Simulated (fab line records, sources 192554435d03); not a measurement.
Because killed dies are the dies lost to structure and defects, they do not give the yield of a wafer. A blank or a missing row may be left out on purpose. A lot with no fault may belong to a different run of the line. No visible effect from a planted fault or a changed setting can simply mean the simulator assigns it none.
2 desks, one fault :: flow n5_finfet :: every desk sees just its own numbers, and what lay behind them comes last

== THE DEFECT DESK ==
Lot by lot, what the route's inspections counted, given as the mean of those sampled wafers with a number. Marked OUT: a lot whose mean sits more than 4 standard deviations from the usual mean, which makes it out of limits; the brackets give that distance.
Columns: A = raw_defect_count at N5_BEOL_M9_INSPECT_58, usual 70; B = raw_defect_count at N5_BEOL_M10_INSPECT_13, usual 420; C = raw_defect_count at N5_BEOL_M10_INSPECT_30, usual 415
lot: L623
first seen here: day 9 20:20
A: 71
B: 347
C: 354

lot: L625
first seen here: day 10 21:27
A: 75
B: 502
C: 494

lot: L627
first seen here: day 11 01:05
A: 49
B: 462
C: 417

lot: L630
first seen here: day 11 18:21
A: 83
B: 1023 (+7.2) OUT
C: 997 (+6.5) OUT

lot: L632
first seen here: day 12 02:37
A: 68
B: 1077 (+7.8) OUT
C: 1082 (+7.4) OUT

lot: L640
first seen here: day 14 15:14
A: 81
B: 435
C: 397

lot: L642
first seen here: day 15 03:09
A: 87
B: 391
C: 362

lot: L645
first seen here: day 15 12:02
A: 60
B: 383
C: 424

lot: L644
first seen here: day 15 12:43
A: 89
B: 484
C: 489

lot: L646
first seen here: day 15 19:08
A: 68
B: 456
C: 411
This desk finds L630, L632 out of limits, L630 being first, at day 11 21:06 (raw_defect_count at N5_BEOL_M10_INSPECT_13). Within limits: L623, L625, L627, L640, L642, L645, L644, L646.

== AT THE TOOL OWNER'S DESK: pecvd-04 ==
The tool's own readings at N5_BEOL_M10_ILD_DEP_00 (deposits SiCOH lowk from DEMS/porogen, target thk 308.51 nm, time 58 s): means of the sampled wafers that have a number, for each lot that ran on this tool. Marked OUT: a lot whose mean sits more than 4 standard deviations from the usual mean, which makes it out of limits; the brackets give that distance.
Columns: A = chamber_pressure_Torr at N5_BEOL_M10_ILD_DEP_00, usual 4.999 Torr; B = heater_power_w at N5_BEOL_M10_ILD_DEP_00, usual 316 W; C = showerhead_plenum_p_Torr at N5_BEOL_M10_ILD_DEP_00, usual 5.748 Torr; D = throttle_valve_pct at N5_BEOL_M10_ILD_DEP_00, usual 14.0 %
lot: L630
first seen here: day 11 18:23
A: 5.003
B: 317
C: 5.730
D: 13.7

lot: L632
first seen here: day 12 02:40
A: 5.003
B: 323
C: 5.737
D: 13.7

lot: L644
first seen here: day 15 12:46
A: 4.999
B: 339
C: 5.729
D: 13.7

lot: L646
first seen here: day 15 19:10
A: 4.998
B: 321
C: 5.749
D: 13.2
Finding of this desk: none of the 4 lots has anything out of limits.

== TAKEN TOGETHER ==
The defect desk could have raised an alarm at day 11 21:06, on L630, L632.
The tool owner's desk saw nothing out of limits.
On record at the tool owner's desk: L630, L632, within its limits.
The lots listed all ran N5_BEOL_M10_ILD_DEP_00 on pecvd-04.

== WHAT THE SIMULATOR HAD PUT IN ==
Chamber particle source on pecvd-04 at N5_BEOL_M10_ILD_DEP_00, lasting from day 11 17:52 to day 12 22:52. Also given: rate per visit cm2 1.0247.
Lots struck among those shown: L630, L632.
Hours from the fault's start to each desk's first reading out of limits: the defect desk, 3.
